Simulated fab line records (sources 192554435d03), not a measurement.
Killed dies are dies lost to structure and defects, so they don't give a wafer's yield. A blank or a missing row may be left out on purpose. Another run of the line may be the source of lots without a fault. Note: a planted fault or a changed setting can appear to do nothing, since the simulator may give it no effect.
Matching of chambers    flow n5_finfet    rie_diel-02 running N5_MOL_CONTACT_COAG_ETCH_66: 4 sister chambers
The step etches SiARC in CF4, target depth 13 nm, time 21.7 s. 8 wafers are shown with their chamber, then 9 later ones without.

## EACH WAFER AND ITS CHAMBER
wafer   chamber  drypump_motor_current_A (A)  throttle_valve_pct (%)
L080.2  1        6.2                          15.49
L088.5  2        5.1                          16.05
L089.1  3        5.9                          15.91
L089.5  0        6.5                          15.54
L089.6  3        5.8                          15.91
L092.1  2        5.1                          16.08
L092.3  0        6.5                          15.57
L092.4  1        6.3                          15.49

## WAFERS WITHOUT THEIR CHAMBER
wafer   drypump_motor_current_A (A)  throttle_valve_pct (%)
L093.2  5.9                          15.94
L093.4  6.3                          15.53
L093.5  5.1                          16.10
L095.2  5.8                          15.94
L095.3  6.3                          15.53
L095.5  6.3                          15.52
L097.1  5.9                          15.94
L097.3  6.6                          15.59
L097.5  6.5                          15.60

## THE CHAMBER EACH PASSED THROUGH
wafer   from the rows above      in truth
L093.2  3                        3
L093.4  can't be placed: 1 or 0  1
L093.5  2                        2
L095.2  3                        3
L095.3  can't be placed: 1 or 0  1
L095.5  1                        1
L097.1  3                        3
L097.3  0                        0
L097.5  0                        0
Placed correctly: 7 of 9. Unplaceable from these rows: 2, with the true chamber sitting among the candidates in 2. Placed wrongly: 0.
How it was worked out, from the rows above alone: a wafer's distance from a chamber is the root of the sum, over the readings, of the square of ((its reading less the chamber's mean) divided by the reading's scatter). If the next closest chamber is less than 2 further off than the closest, the wafer can't be placed; otherwise it belongs to the closest. For every chamber, the mean is computed from those of its wafers that are shown. The scatter: take each reading less its chamber's mean, square it, sum over the shown wafers, divide by the number of wafers less the number of chambers, and take the root.
